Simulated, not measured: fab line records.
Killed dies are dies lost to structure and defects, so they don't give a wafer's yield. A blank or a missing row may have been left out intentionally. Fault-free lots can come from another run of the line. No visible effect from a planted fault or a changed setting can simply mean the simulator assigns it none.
Chamber matching ; flow nand_harc ; NHARC_P_M0_DEP_32 on pecvd-02 has 3 sister chambers
The step deposits SiCN, target thk 30 nm. 6 wafers are shown with their chamber, then 8 later ones without.

WAFERS PAIRED WITH THEIR CHAMBERS
wafer;chamber;heater_power_w (W)
L090.3;2;731
L090.4;0;667
L091.2;0;574
L091.4;1;667
L091.5;2;699
L093.1;1;640

WAFERS WITH NO CHAMBER GIVEN
wafer;heater_power_w (W)
L093.4;716
L093.6;634
L097.1;640
L097.4;616
L097.5;627
L096.2;566
L096.5;581
L096.6;705

WHICH CHAMBER EACH WENT THROUGH
wafer;from the rows above;in truth
L093.4;can't be placed: 2 or 1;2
L093.6;can't be placed: 0 or 1 or 2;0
L097.1;can't be placed: 1 or 0 or 2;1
L097.4;can't be placed: 0 or 1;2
L097.5;can't be placed: 0 or 1 or 2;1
L096.2;can't be placed: 0 or 1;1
L096.5;can't be placed: 0 or 1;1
L096.6;can't be placed: 2 or 1 or 0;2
0 of 8 placed correctly. Cannot be placed on the basis of these rows: 8; the candidates contain the true chamber in 7. Number placed wrongly: 0.
How it was worked out, from the rows above alone: a wafer's distance from a chamber is the root of the sum, over the readings, of the square of ((its reading less the chamber's mean) divided by the reading's scatter). The wafer belongs to the nearest chamber; if the next one is less than 2 further off, it can't be placed. The mean given for a chamber averages the wafers shown for that chamber. The scatter is the square root of a quotient: the sum, over the shown wafers, of each reading's squared deviation from its chamber's mean, divided by wafers minus chambers.
